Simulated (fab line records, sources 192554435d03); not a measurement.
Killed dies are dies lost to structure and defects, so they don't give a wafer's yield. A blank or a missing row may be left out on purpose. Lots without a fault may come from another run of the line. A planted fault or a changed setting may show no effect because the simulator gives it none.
fab line records | flow n5_finfet
record lots=13 wafers=38 last_day=18
route steps=1938 shown WELL_APT@55 PMOS_HMC_CHANNEL_EPI@65 FIN_SAQP@112 PASSIVATION@1936
lots that met no fault: from a run of the same line without faults
start_h: hours from the record's first day to the start of the lot's first wafer shown | wait_h: hours since the lot's step before | " the same as in the row above | L1.1+2: a row that stands for several wafers | - no value, or no start given | * or withheld: withheld | < > ~ a bound
route shown NAME@n: a module of which the file shows steps, and the number in the route of the first | usual: mean/standard deviation of fault-free wafers | same: alike in all rows | chamber/n: place in a boat | sites: the reading at each site | _std_site: their standard deviation | _edge_site: outer sites' mean less inner sites' | radius_mm: how far each site lies from the wafer's centre | mask NAME#n: copy n | behind: the tool/chamber that last shaped the wafer | hold: why the lot was held/for how many hours/how that ended | device: the transistor (n, p or np) that didn't switch | end of line: the same wafers' tests at the end of the route | a step without rows: its recipe alone | killed: dies lost to structure and defects at the first sort, not the wafer's yield | map: a wafer's dies, x killed, . not, _ none there
set.NAME: the setting as run; set.NAME@STEP: as run at that earlier step | model.NAME: the simulator's own value behind a step, which no gauge read
steps of the route over a sample of lots; a table a step, a row a wafer
services: from which hour (start_h, from the record's first day; less than 0 if before it) a tool's chamber was out of use, for how many hours, and why
## steps
# step N5_WELL_APT_EPI_41
# recipe material=Si target_thk_a=500 temp_c=650 precursor=SiH4/H2 pressure_torr=20 time_s=297.7
# usual throttle_valve_pct=11.9/0.42
# same time_s=297.7
# columns lot.wafer tool chamber start_h wait_h throttle_valve_pct
L559.1 epi_rpcvd-02 0 16.52 0.0 12.4
L559.4 " 0 " " 12.1
L559.6 " 0 " " 12.1
L563.2 epi_rpcvd-02 0 39.97 0.2 11.9
L563.3 " 0 " " 11.9
L563.5 " 0 " " 12.3
L564.1 epi_rpcvd-04 0 45.96 0.0 11.2
L564.5 " 0 " " 11.4
L564.6 " 0 " " 11.6
L566.1 epi_rpcvd-04 0 58.44 0.0 11.5
L566.2 " 0 " " 11.6
L566.4 " 0 " " 11.4
L568.1 epi_rpcvd-02 0 70.44 0.0 12.2
L568.5 " 0 " " 12.3
L568.6 " 0 " " 12.3
L569.3 epi_rpcvd-01 0 76.40 0.2 11.5
L569.4 " 0 " " 11.8
L569.6 " 0 " " 11.7
L570.1 epi_rpcvd-04 0 82.13 0.0 11.6
L570.3 " 0 " " 11.4
L570.5 " 0 " " 11.3
L573.1 epi_rpcvd-02 0 100.37 0.0 12.1
L573.4 " 0 " " 12.7
L573.5 " 0 " " 12.1
L575.3 epi_rpcvd-04 0 112.33 0.2 11.3
L575.4 " 0 " " 11.4
L575.6 " 0 " " 11.4
L577.2 epi_rpcvd-04 0 124.72 0.1 11.3
L577.5 " 0 " " 11.6
L578.3 epi_rpcvd-04 0 130.65 0.2 11.6
L578.5 " 0 " " 11.2
L578.6 " 0 " " 11.6
L579.2 epi_rpcvd-02 0 136.75 0.1 12.3
L579.3 " 0 " " 12.1
L579.6 " 0 " " 12.1
L580.2 epi_rpcvd-02 0 142.47 0.1 12.0
L580.5 " 0 " " 11.9
L580.6 " 0 " " 12.4
# step N5_WELL_APT_INSPECT_38
# recipe inspect_instrument=darkfield mode=post_epi
# usual raw_defect_count=14/6.3
# columns lot.wafer tool chamber start_h wait_h raw_defect_count
L559.1 defect_inspect-01 - 17.15 0.5 33
L559.4 " - " " 18
L559.6 " - " " 22
L563.2 defect_inspect-01 - 40.67 0.6 11
L563.3 " - " " 8
L563.5 " - " " 8
L564.1 defect_inspect-01 - 46.59 0.5 32
L564.5 " - " " 15
L564.6 " - " " 21
L566.1 defect_inspect-01 - 59.07 0.5 13
L566.2 " - " " 10
L566.4 " - " " 10
L568.1 defect_inspect-02 - 71.27 0.7 12
L568.5 " - " " 20
L568.6 " - " " 24
L569.3 defect_inspect-01 - 76.84 0.3 13
L569.4 " - " " 15
L569.6 " - " " 7
L570.1 defect_inspect-01 - 82.76 0.5 6
L570.3 " - " " 14
L570.5 " - " " 10
L573.1 defect_inspect-01 - 101.21 0.7 13
L573.4 " - " " 20
L573.5 " - " " 15
L575.3 defect_inspect-01 - 112.77 0.3 6
L575.4 " - " " 10
L575.6 " - " " 10
L577.2 defect_inspect-01 - 125.25 0.4 5
L577.5 " - " " 11
L578.3 defect_inspect-02 - 131.09 0.3 17
L578.5 " - " " 8
L578.6 " - " " 6
L579.2 defect_inspect-01 - 137.31 0.5 10
L579.3 " - " " 22
L579.6 " - " " 19
L580.2 defect_inspect-01 - 143.01 0.4 11
L580.5 " - " " 8
L580.6 " - " " 13
# step N5_PMOS_HMC_CHANNEL_EPI_CD_MEAS_09
# recipe target_cd_nm=237.4 landing_energy_ev=500 detector=se_inlens
# usual cd_nm=237.7/1.3
# same landing_energy_ev=500
# columns lot.wafer tool chamber start_h wait_h cd_nm
L559.1 cd_sem-02 0 17.47 - 238.4
L559.4 " 0 " " 238.4
L559.6 " 0 " " 237.5
L563.2 cd_sem-02 0 41.00 - 240.0
L563.3 " 0 " " 236.9
L563.5 " 0 " " 238.4
L564.1 cd_sem-02 0 47.03 - 237.0
L564.5 " 0 " " 239.3
L564.6 " 0 " " 236.0
L566.1 cd_sem-03 0 59.39 - 237.8
L566.2 " 0 " " 236.3
L566.4 " 0 " " 236.7
L568.1 cd_sem-02 0 71.60 - 236.9
L568.5 " 0 " " 238.9
L568.6 " 0 " " 236.5
L569.3 cd_sem-01 0 77.28 - 237.9
L569.4 " 0 " " 237.0
L569.6 " 0 " " 235.7
L570.1 cd_sem-02 0 83.22 - 237.6
L570.3 " 0 " " 237.4
L570.5 " 0 " " 239.4
L573.1 cd_sem-01 0 101.52 - 239.4
L573.4 " 0 " " 238.7
L573.5 " 0 " " 241.2
L575.3 cd_sem-01 0 113.21 - 237.9
L575.4 " 0 " " 237.5
L575.6 " 0 " " 238.6
L577.2 cd_sem-01 0 125.57 - 239.2
L577.5 " 0 " " 239.1
L578.3 cd_sem-01 0 131.53 - 236.6
L578.5 " 0 " " 235.3
L578.6 " 0 " " 237.5
L579.2 cd_sem-02 0 137.75 - 235.7
L579.3 " 0 " " 235.5
L579.6 " 0 " " 234.1
L580.2 cd_sem-02 0 143.45 - 238.2
L580.5 " 0 " " 235.6
L580.6 " 0 " " 238.0
# step N5_PMOS_HMC_CHANNEL_EPI_FIN_RECESS_16
# recipe chemistry=HBr/Cl2 target=Si mask_material=SiO2 target_depth_a=540 time_s=18 pressure_mtorr=10 icp_w=800 bias_w=75 HBr_flow_sccm=150 Cl2_flow_sccm=80
# usual HBr_flow_sccm=150.0/0.45 bias_w=75.00/0.24 drypump_motor_current_A=5.9/0.35 oes_product_au=0.999/0.016 throttle_valve_pct=35.4/0.35 time_s=18/0
# columns lot.wafer tool chamber start_h wait_h HBr_flow_sccm bias_w drypump_motor_current_A oes_product_au rf_hours_counter_h throttle_valve_pct time_s
L559.1 rie_si-05 0 18.22 0.0 150.7 75.01 5.2 0.998 1 35.5 18
L559.4 " 3 " " 150.2 74.94 5.8 0.964 156 36.2 18
L559.6 " 2 " " 150.2 74.91 6.4 1.000 - 35.4 18
L563.2 rie_si-04 3 41.65 0.0 149.6 74.66 5.7 1.001 27 35.1 18
L563.3 " 0 " " 150.4 75.06 5.5 1.001 40 35.8 18
L563.5 " 0 " " 150.2 74.71 5.5 0.990 - 35.8 18
L564.1 rie_si-04 2 47.73 0.0 150.1 75.30 5.9 0.997 140 35.1 18
L564.5 " 1 " " 150.1 75.53 5.9 0.997 - 35.1 18
L564.6 " 2 " " 150.3 75.08 5.9 0.987 - 35.1 18
L566.1 rie_si-06 1 59.94 0.0 150.7 75.14 6.2 1.025 192 35.3 18
L566.2 " 2 " " 149.8 75.10 6.1 0.987 10 34.6 18
L566.4 " 3 " " 149.9 75.15 6.3 1.001 124 35.1 18
L568.1 rie_si-04 1 72.70 0.0 - - - - - - -
L568.5 " 2 " " - - - - - - -
L568.6 " 3 " " - - - - - - -
L569.3 rie_si-05 1 78.07 0.0 - - - - - - -
L569.4 " 0 " " - - - - - - -
L569.6 " 3 " " - - - - - - -
L570.1 rie_si-05 3 83.85 0.0 - - - - - - -
L570.3 " 2 " " - - - - - - -
L570.5 " 0 " " - - - - - - -
L573.1 rie_si-04 3 102.07 0.0 150.2 74.89 5.7 1.009 28 35.1 18
L573.4 " 3 " " 150.0 74.95 5.7 1.017 - 35.1 18
L573.5 " 0 " " 150.0 74.97 5.5 0.996 - 35.8 18
L575.3 rie_si-04 2 113.75 0.0 151.0 75.16 5.9 0.996 142 35.1 18
L575.4 " 2 " " 150.0 74.89 5.9 0.987 - 35.1 18
L575.6 " 0 " " 149.6 74.81 5.6 1.011 - 35.7 18
L577.2 rie_si-04 2 126.11 0.0 150.1 75.01 5.9 1.001 142 35.1 18
L577.5 " 2 " " 150.1 74.51 5.9 1.004 - 35.0 18
L578.3 rie_si-05 3 132.07 0.0 150.1 75.03 5.8 0.960 158 36.2 18
L578.5 " 1 " " 150.7 74.96 6.2 0.998 - 35.4 18
L578.6 " 0 " " 149.8 74.80 5.3 1.001 - 35.5 18
L579.2 rie_si-05 0 138.29 0.0 149.3 75.11 5.2 0.995 4 35.5 18
L579.3 " 3 " " 150.6 74.68 5.9 0.950 158 36.2 18
L579.6 " 1 " " 150.4 75.23 6.1 1.004 - 35.4 18
L580.2 rie_si-06 0 143.99 0.0 149.9 75.38 5.2 1.042 38 35.5 18
L580.5 " 0 " " 150.3 74.89 5.2 1.026 - 35.5 18
L580.6 " 3 " " 150.5 75.32 6.3 1.007 - 35.1 18
# step N5_FIN_SAQP_OVL_MEAS_17
# recipe points_per_wafer=44
# usual FIN_CORE_OVL=-0.1/0.79
# columns lot.wafer tool chamber start_h wait_h FIN_CORE_OVL[nm]
L559.1 overlay-01 0 22.16 0.0 -0.8
L559.4 " 0 " " -2.1
L559.6 " 0 " " -0.3
L563.2 overlay-01 0 46.28 0.0 0.8
L563.3 " 0 " " 1.4
L563.5 " 0 " " 0.2
L564.1 overlay-01 0 51.70 0.0 0.1
L564.5 " 0 " " -0.4
L564.6 " 0 " " -0.6
L566.1 overlay-01 0 64.51 0.0 0.1
L566.2 " 0 " " 0.4
L566.4 " 0 " " 0.5
L568.1 overlay-02 0 77.65 0.0 -
L568.5 " 0 " " -
L568.6 " 0 " " -
L569.3 overlay-01 0 82.02 0.0 -
L569.4 " 0 " " -
L569.6 " 0 " " -
L570.1 overlay-01 0 88.02 0.0 -
L570.3 " 0 " " -
L570.5 " 0 " " -
L573.1 overlay-02 0 105.90 0.0 0.5
L573.4 " 0 " " 0.9
L573.5 " 0 " " 0.9
L575.3 overlay-01 0 117.27 0.0 -1.0
L575.4 " 0 " " -0.9
L575.6 " 0 " " 0.7
L577.2 overlay-01 0 130.68 0.0 0.4
L577.5 " 0 " " -1.3
L578.3 overlay-01 0 135.73 0.0 0.7
L578.5 " 0 " " 0.4
L578.6 " 0 " " 1.5
L579.2 overlay-02 0 142.31 0.0 0.3
L579.3 " 0 " " 0.5
L579.6 " 0 " " 1.3
L580.2 overlay-01 0 148.08 0.0 -0.7
L580.5 " 0 " " 0.0
L580.6 " 0 " " -1.1
# step N5_PASSIVATION_PROBE_49
# usual killed_at_M0_to_M3=32/11 killed_at_M4_up=12/4.4 killed_at_contacts=13/6.1 killed_at_front_end=39/12 killed_at_other=3.9/3 killed_dies=100/17 killed_open=66/12 killed_short=33/7.4
# same gross_dies=1180 killed_at_back_side=0
# columns lot.wafer tool chamber start_h wait_h killed_at_M0_to_M3 killed_at_M4_up killed_at_contacts killed_at_front_end killed_at_other killed_dies killed_open killed_short
L559.1 prober-02 - 283.00 0.0 30 16 19 28 7 100 68 31
L559.4 prober-02 - 283.15 0.2 24 13 23 46 3 109 80 29
L559.6 prober-02 - 283.25 0.3 37 15 26 39 4 121 78 35
L563.2 prober-02 - 309.98 0.1 35 17 11 50 2 115 69 43
L563.3 prober-02 - 310.03 0.1 19 15 19 43 4 100 58 38
L563.5 prober-02 - 310.13 0.2 19 10 20 34 3 86 59 23
L566.1 prober-01 - 322.64 0.0 31 5 13 39 4 92 55 35
L566.2 prober-01 - 322.69 0.1 33 3 7 58 1 102 69 33
L566.4 prober-01 - 322.79 0.2 51 5 18 19 5 98 62 36
L564.1 prober-02 - 324.82 0.0 43 8 12 51 1 115 77 36
L564.5 prober-02 - 325.02 0.2 18 7 19 42 1 87 64 18
L564.6 prober-02 - 325.07 0.3 43 13 11 36 1 104 67 36
L568.1 prober-02 - 336.35 0.0 39 10 9 24 1 83 58 25
L568.5 prober-02 - 336.55 0.2 26 16 2 38 6 88 60 27
L568.6 prober-02 - 336.60 0.3 23 13 3 23 3 65 43 22
L573.1 prober-02 - 369.75 0.0 27 11 14 37 1 90 55 33
L573.4 prober-02 - 369.90 0.2 49 14 22 44 1 130 88 39
L573.5 prober-02 - 369.95 0.2 43 13 18 25 2 101 69 31
L575.3 prober-01 - 392.21 0.1 19 16 23 25 1 84 63 20
L575.4 prober-01 - 392.26 0.2 19 13 12 27 2 73 50 22
L575.6 prober-01 - 392.36 0.3 26 20 12 25 3 86 57 27
L578.3 prober-02 - 394.13 0.1 29 10 4 42 5 90 62 23
L578.5 prober-02 - 394.23 0.2 45 14 1 43 6 109 71 38
L578.6 prober-02 - 394.28 0.3 38 10 10 34 1 93 60 32
L577.2 prober-01 - 396.06 0.1 34 9 9 68 1 121 76 44
L577.5 prober-01 - 396.21 0.2 30 2 20 44 4 100 72 27
L579.2 prober-02 - 396.77 0.1 36 10 12 32 2 92 55 37
L579.3 prober-02 - 396.82 0.1 23 14 15 17 4 73 47 24
L579.6 prober-02 - 396.97 0.3 16 19 10 31 1 77 47 30
L580.2 prober-01 - 421.79 0.1 22 14 5 58 5 104 72 31
L580.5 prober-01 - 421.94 0.2 24 9 19 32 5 89 63 24
L580.6 prober-01 - 421.99 0.3 15 11 8 36 9 79 55 23
# killed by level:class
L559.1 MOL_CONTACT_COAG:geometric_particle:open=14 FIN_SAQP:geometric_particle:open=8 BEOL_M0_SAQP:geometric_particle:open=8 MOL_CONTACT_COAG:geometric_particle:short=5 STI_FIN_REVEAL:geometric_particle:open=5 BEOL_M2:geometric_particle:open=5 BEOL_M3:geometric_particle:open=5 FIN_SAQP:geometric_particle:short=4
L559.4 MOL_CONTACT_COAG:geometric_particle:open=22 STI_FIN_REVEAL:geometric_particle:open=16 BEOL_M1:geometric_particle:open=7 FIN_SAQP:geometric_particle:open=6 BEOL_M2:geometric_particle:open=6 FIN_SAQP:geometric_particle:short=5 ILD0:geometric_particle:short=5 ILD0:geometric_particle:open=4
L559.6 MOL_CONTACT_COAG:geometric_particle:open=20 BEOL_M0_SAQP:geometric_particle:open=11 BEOL_M2:geometric_particle:open=9 BEOL_M0_SAQP:geometric_particle:short=8 HKMG_FIN:area_etch=8 GATE_CUT:geometric_particle:open=6 MOL_CONTACT_COAG:geometric_particle:short=6 FIN_SAQP:geometric_particle:open=5
L563.2 FIN_SAQP:geometric_particle:open=19 BEOL_M0_SAQP:geometric_particle:short=11 FIN_SAQP:geometric_particle:short=10 MOL_CONTACT_COAG:geometric_particle:open=7 BEOL_M2:geometric_particle:open=6 DUMMY_GATE:geometric_particle:open=5 BEOL_M0_SAQP:geometric_particle:open=5 BEOL_M3:geometric_particle:open=5
L563.3 FIN_SAQP:geometric_particle:open=14 MOL_CONTACT_COAG:geometric_particle:open=13 BEOL_M0:geometric_particle:open=5 BEOL_M5:geometric_particle:short=5 STI_FIN_REVEAL:geometric_particle:open=4 BEOL_M0_SAQP:geometric_particle:short=4 DUMMY_GATE:geometric_particle:open=4 ILD0:geometric_particle:short=4
L563.5 MOL_CONTACT_COAG:geometric_particle:open=18 FIN_SAQP:geometric_particle:open=10 FIN_SAQP:geometric_particle:short=8 STARTING-WAFER:geometric_particle:open=6 BEOL_M0_SAQP:geometric_particle:open=5 DUMMY_GATE:geometric_particle:open=4 BEOL_M4:geometric_particle:open=4 BEOL_M0_SAQP:geometric_particle:short=3
L566.1 MOL_CONTACT_COAG:geometric_particle:open=11 BEOL_M0_SAQP:geometric_particle:short=8 STI_FIN_REVEAL:geometric_particle:open=6 DUMMY_GATE:geometric_particle:open=6 GATE_CUT:geometric_particle:short=6 BEOL_M0:geometric_particle:open=5 STARTING-WAFER:geometric_particle:open=5 GATE_CUT:geometric_particle:open=4
L566.2 STI_FIN_REVEAL:geometric_particle:open=18 FIN_SAQP:geometric_particle:open=13 BEOL_M0_SAQP:geometric_particle:open=12 BEOL_M0_SAQP:geometric_particle:short=11 FIN_SAQP:geometric_particle:short=9 MOL_CONTACT_COAG:geometric_particle:open=6 BEOL_M3:geometric_particle:open=5 GATE_CUT:geometric_particle:short=4
L566.4 MOL_CONTACT_COAG:geometric_particle:open=14 BEOL_M0_SAQP:geometric_particle:open=11 BEOL_M0_SAQP:geometric_particle:short=11 BEOL_M3:geometric_particle:open=10 BEOL_M1:geometric_particle:open=6 BEOL_M3:geometric_particle:short=5 MOL_CONTACT_COAG:geometric_particle:short=4 FIN_SAQP:geometric_particle:short=3
L564.1 BEOL_M0_SAQP:geometric_particle:open=11 STI_FIN_REVEAL:geometric_particle:open=10 MOL_CONTACT_COAG:geometric_particle:open=9 BEOL_M0_SAQP:geometric_particle:short=8 FIN_SAQP:geometric_particle:open=6 BEOL_M2:geometric_particle:open=6 BEOL_M3:geometric_particle:short=6 FIN_SAQP:geometric_particle:short=5
L564.5 MOL_CONTACT_COAG:geometric_particle:open=15 FIN_SAQP:geometric_particle:open=9 STI_FIN_REVEAL:geometric_particle:open=8 BEOL_M0_SAQP:geometric_particle:open=5 MOL_CONTACT_COAG:geometric_particle:short=4 BEOL_M0_SAQP:geometric_particle:short=4 FIN_SAQP:geometric_particle:short=3 DUMMY_GATE:geometric_particle:open=3
L564.6 BEOL_M0_SAQP:geometric_particle:open=13 BEOL_M0_SAQP:geometric_particle:short=12 FIN_SAQP:geometric_particle:open=8 STI_FIN_REVEAL:geometric_particle:open=8 FIN_SAQP:geometric_particle:short=7 MOL_CONTACT_COAG:geometric_particle:open=7 BEOL_M2:geometric_particle:open=7 BEOL_M4:geometric_particle:open=6
L568.1 BEOL_M3:geometric_particle:open=10 MOL_CONTACT_COAG:geometric_particle:open=6 BEOL_M0:geometric_particle:short=6 STI_FIN_REVEAL:geometric_particle:open=5 BEOL_M1:geometric_particle:open=5 FIN_SAQP:geometric_particle:open=4 DUMMY_GATE:geometric_particle:open=4 BEOL_M0_SAQP:geometric_particle:short=4
L568.5 STI_FIN_REVEAL:geometric_particle:open=14 BEOL_M0_SAQP:geometric_particle:open=6 DUMMY_GATE:geometric_particle:open=5 GATE_CUT:geometric_particle:short=5 BEOL_M0_SAQP:geometric_particle:short=5 STARTING-WAFER:geometric_particle:open=5 BEOL_M4:geometric_particle:open=4 BEOL_M3:geometric_particle:open=4
L568.6 BEOL_M3:geometric_particle:open=8 BEOL_M0_SAQP:geometric_particle:open=5 STI_FIN_REVEAL:geometric_particle:open=4 BEOL_M0:geometric_particle:short=4 FIN_SAQP:geometric_particle:open=3 FIN_SAQP:geometric_particle:short=3 MOL_CONTACT_COAG:geometric_particle:open=3 BEOL_M2:geometric_particle:short=3
L573.1 STI_FIN_REVEAL:geometric_particle:open=14 MOL_CONTACT_COAG:geometric_particle:open=11 BEOL_M0_SAQP:geometric_particle:short=7 FIN_SAQP:geometric_particle:short=6 STARTING-WAFER:geometric_particle:open=6 BEOL_M2:geometric_particle:open=5 BEOL_M4:geometric_particle:open=5 BEOL_M1:geometric_particle:short=3
L573.4 MOL_CONTACT_COAG:geometric_particle:open=17 BEOL_M2:geometric_particle:open=17 FIN_SAQP:geometric_particle:short=11 FIN_SAQP:geometric_particle:open=10 BEOL_M0_SAQP:geometric_particle:short=9 BEOL_M4:geometric_particle:open=9 STI_FIN_REVEAL:geometric_particle:open=8 BEOL_M1:geometric_particle:open=6
L573.5 MOL_CONTACT_COAG:geometric_particle:open=15 BEOL_M3:geometric_particle:open=12 STI_FIN_REVEAL:geometric_particle:open=11 BEOL_M0_SAQP:geometric_particle:short=7 BEOL_M4:geometric_particle:open=5 BEOL_M3:geometric_particle:short=4 BEOL_M0_SAQP:geometric_particle:open=4 BEOL_M1:geometric_particle:open=4
L575.3 MOL_CONTACT_COAG:geometric_particle:open=19 BEOL_M4:geometric_particle:open=13 GATE_CUT:geometric_particle:short=7 BEOL_M2:geometric_particle:open=7 STI_FIN_REVEAL:geometric_particle:open=4 MOL_CONTACT_COAG:geometric_particle:short=3 BEOL_M0_SAQP:geometric_particle:open=3 BEOL_M1:geometric_particle:open=3
L575.4 MOL_CONTACT_COAG:geometric_particle:open=10 FIN_SAQP:geometric_particle:open=6 BEOL_M2:geometric_particle:open=6 BEOL_M0_SAQP:geometric_particle:open=5 BEOL_M4:geometric_particle:open=5 STARTING-WAFER:geometric_particle:short=5 FIN_SAQP:geometric_particle:short=4 GATE_CUT:geometric_particle:open=3
L575.6 BEOL_M4:geometric_particle:open=13 MOL_CONTACT_COAG:geometric_particle:open=9 BEOL_M1:geometric_particle:open=8 DUMMY_GATE:geometric_particle:open=4 GATE_CUT:geometric_particle:open=4 GATE_CUT:geometric_particle:short=4 BEOL_M0_SAQP:geometric_particle:open=4 BEOL_M3:geometric_particle:short=4
L578.3 FIN_SAQP:geometric_particle:open=11 BEOL_M0_SAQP:geometric_particle:open=9 BEOL_M1:geometric_particle:open=6 BEOL_M2:geometric_particle:open=6 FIN_SAQP:geometric_particle:short=5 DUMMY_GATE:geometric_particle:open=5 STI_FIN_REVEAL:geometric_particle:open=3 GATE_CUT:geometric_particle:short=3
L578.5 BEOL_M2:geometric_particle:open=14 FIN_SAQP:geometric_particle:open=10 FIN_SAQP:geometric_particle:short=8 BEOL_M0_SAQP:geometric_particle:short=8 BEOL_M3:geometric_particle:open=8 STI_FIN_REVEAL:geometric_particle:open=6 BEOL_M4:geometric_particle:open=6 DUMMY_GATE:geometric_particle:open=4
L578.6 FIN_SAQP:geometric_particle:open=12 BEOL_M0_SAQP:geometric_particle:short=12 BEOL_M1:geometric_particle:open=9 MOL_CONTACT_COAG:geometric_particle:open=8 BEOL_M0_SAQP:geometric_particle:open=8 FIN_SAQP:geometric_particle:short=5 STI_FIN_REVEAL:geometric_particle:open=4 BEOL_M1:geometric_particle:short=4
L577.2 FIN_SAQP:geometric_particle:open=18 STI_FIN_REVEAL:geometric_particle:open=17 GATE_CUT:geometric_particle:short=11 FIN_SAQP:geometric_particle:short=10 BEOL_M2:geometric_particle:open=7 MOL_CONTACT_COAG:geometric_particle:open=6 BEOL_M0_SAQP:geometric_particle:open=6 BEOL_M3:geometric_particle:open=5
L577.5 FIN_SAQP:geometric_particle:open=16 MOL_CONTACT_COAG:geometric_particle:open=15 BEOL_M1:geometric_particle:open=8 STI_FIN_REVEAL:geometric_particle:open=7 GATE_CUT:geometric_particle:short=6 BEOL_M0_SAQP:geometric_particle:short=5 MOL_CONTACT_COAG:geometric_particle:short=5 FIN_SAQP:geometric_particle:short=4
L579.2 BEOL_M0_SAQP:geometric_particle:short=12 MOL_CONTACT_COAG:geometric_particle:open=9 BEOL_M3:geometric_particle:open=8 FIN_SAQP:geometric_particle:short=8 BEOL_M0_SAQP:geometric_particle:open=8 GATE_CUT:geometric_particle:short=5 FIN_SAQP:geometric_particle:open=4 BEOL_M2:geometric_particle:open=4
L579.3 MOL_CONTACT_COAG:geometric_particle:open=12 BEOL_M0_SAQP:geometric_particle:open=6 BEOL_M4:geometric_particle:open=5 BEOL_M0_SAQP:geometric_particle:short=4 BEOL_M1:geometric_particle:short=4 STI_FIN_REVEAL:geometric_particle:open=3 DUMMY_GATE:geometric_particle:open=3 MOL_CONTACT_COAG:geometric_particle:short=3
L579.6 MOL_CONTACT_COAG:geometric_particle:open=8 BEOL_M4:geometric_particle:open=7 GATE_CUT:geometric_particle:short=6 STARTING-WAFER:geometric_particle:short=6 BEOL_M0_SAQP:geometric_particle:open=5 FIN_SAQP:geometric_particle:open=4 FIN_SAQP:geometric_particle:short=4 STI_FIN_REVEAL:geometric_particle:open=3
L580.2 FIN_SAQP:geometric_particle:open=29 FIN_SAQP:geometric_particle:short=11 BEOL_M3:geometric_particle:open=8 BEOL_M0_SAQP:geometric_particle:short=6 MOL_CONTACT_COAG:geometric_particle:open=5 STI_FIN_REVEAL:geometric_particle:open=4 BEOL_M1:geometric_particle:open=4 BEOL_M4:geometric_particle:open=4
L580.5 MOL_CONTACT_COAG:geometric_particle:open=16 FIN_SAQP:geometric_particle:open=12 BEOL_M1:geometric_particle:open=10 GATE_CUT:geometric_particle:open=4 BEOL_M0_SAQP:geometric_particle:short=4 BEOL_M5:geometric_particle:short=3 STI_FIN_REVEAL:geometric_particle:open=3 DUMMY_GATE:geometric_particle:open=3
L580.6 FIN_SAQP:geometric_particle:open=9 FIN_SAQP:geometric_particle:short=7 STI_FIN_REVEAL:geometric_particle:open=6 MOL_CONTACT_COAG:geometric_particle:open=6 BEOL_M3:geometric_particle:open=4 BEOL_M4:geometric_particle:open=4 MIM_TOP_ETCH:geometric_particle:open=4 STARTING-WAFER:geometric_particle:open=4
## services
# columns tool chamber start_h hours kind
epi_rpcvd-01 - 13.44 0.6 repair
epi_rpcvd-01 - 34.60 2.8 pm
rie_si-06 0 74.82 4.1 repair
rie_si-04 1 91.15 37.1 repair
epi_rpcvd-01 - 122.86 28.1 pm
## key
first_sign step=N5_PMOS_HMC_CHANNEL_EPI_FIN_RECESS_16 reading=tool_record direction=missing
effect step=N5_FIN_SAQP_OVL_MEAS_17 reading=FIN_CORE_OVL direction=missing
met_at N5_PMOS_HMC_CHANNEL_EPI_FIN_RECESS_16
struck_lots L568,L569,L570
rows_end L569.3,L569.4,L569.6,L570.1,L570.3,L570.5
tester_left_out L568
not_acting_at N5_WELL_APT_EPI_41,N5_WELL_APT_INSPECT_38,N5_PMOS_HMC_CHANNEL_EPI_CD_MEAS_09
onset_between 47.73 72.70
fault kind=skipped_step_whole tool=rie_si-04,rie_si-05 chamber=- onset_h=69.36 steps=N5_PMOS_HMC_CHANNEL_EPI_FIN_RECESS_16 scope=struck_lots_only
# tester_left_out: of these lots the tester's yield and bins aren't shown, on N5 and GAA mostly nor the transistor test; their killed dies are dies lost to structure and defects alone, not to doping, threshold or leakage, so they don't give the yield
# rows_end: these wafers met a further fault down the route, and their rows from its step on are left out
